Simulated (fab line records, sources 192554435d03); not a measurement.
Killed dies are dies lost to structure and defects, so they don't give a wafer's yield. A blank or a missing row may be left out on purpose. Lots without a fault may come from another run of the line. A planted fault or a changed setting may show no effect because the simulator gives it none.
Chamber matching | flow n5_finfet | N5_BEOL_M6_DESCUM_16 on rie_diel-02: 4 sister chambers
The step chemistry O2, time 7.9 s. 4 wafers are shown with their chamber, then 10 later ones without.

WAFERS WITH THEIR CHAMBER
wafer  | chamber | showerhead_plenum_p_Torr (Torr)
L082.5 | 1       | 2.03
L089.3 | 2       | 2.03
L092.1 | 0       | 2.06
L092.2 | 3       | 2.18

WAFERS WITHOUT THEIR CHAMBER
wafer  | showerhead_plenum_p_Torr (Torr)
L092.3 | 2.02
L093.2 | 2.18
L093.3 | 2.03
L093.4 | 2.06
L094.1 | 2.18
L094.5 | 2.18
L094.6 | 2.03
L095.2 | 2.03
L095.3 | 2.06
L095.4 | 2.02

WHICH CHAMBER EACH WENT THROUGH
wafer  | from the rows above     | in truth
L092.3 | can't be placed: 1 or 2 | 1
L093.2 | 3                       | 3
L093.3 | can't be placed: 1 or 2 | 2
L093.4 | 0                       | 0
L094.1 | 3                       | 3
L094.5 | 3                       | 3
L094.6 | can't be placed: 1 or 2 | 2
L095.2 | can't be placed: 1 or 2 | 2
L095.3 | 0                       | 0
L095.4 | can't be placed: 1 or 2 | 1
Placed correctly: 5 of 10. Can't be placed from these rows: 5 (the true chamber is among the candidates in 5). Placed wrongly: 0.
How it was worked out, from the rows above alone: a wafer's distance from a chamber is the root of the sum, over the readings, of the square of ((its reading less the chamber's mean) divided by the reading's scatter). The wafer belongs to the nearest chamber; if the next one is less than 2 further off, it can't be placed. A chamber's mean is the mean of its shown wafers. The scatter: with one shown wafer a chamber, the root of the mean of the squares of how far each hidden wafer lies from its nearest shown one.
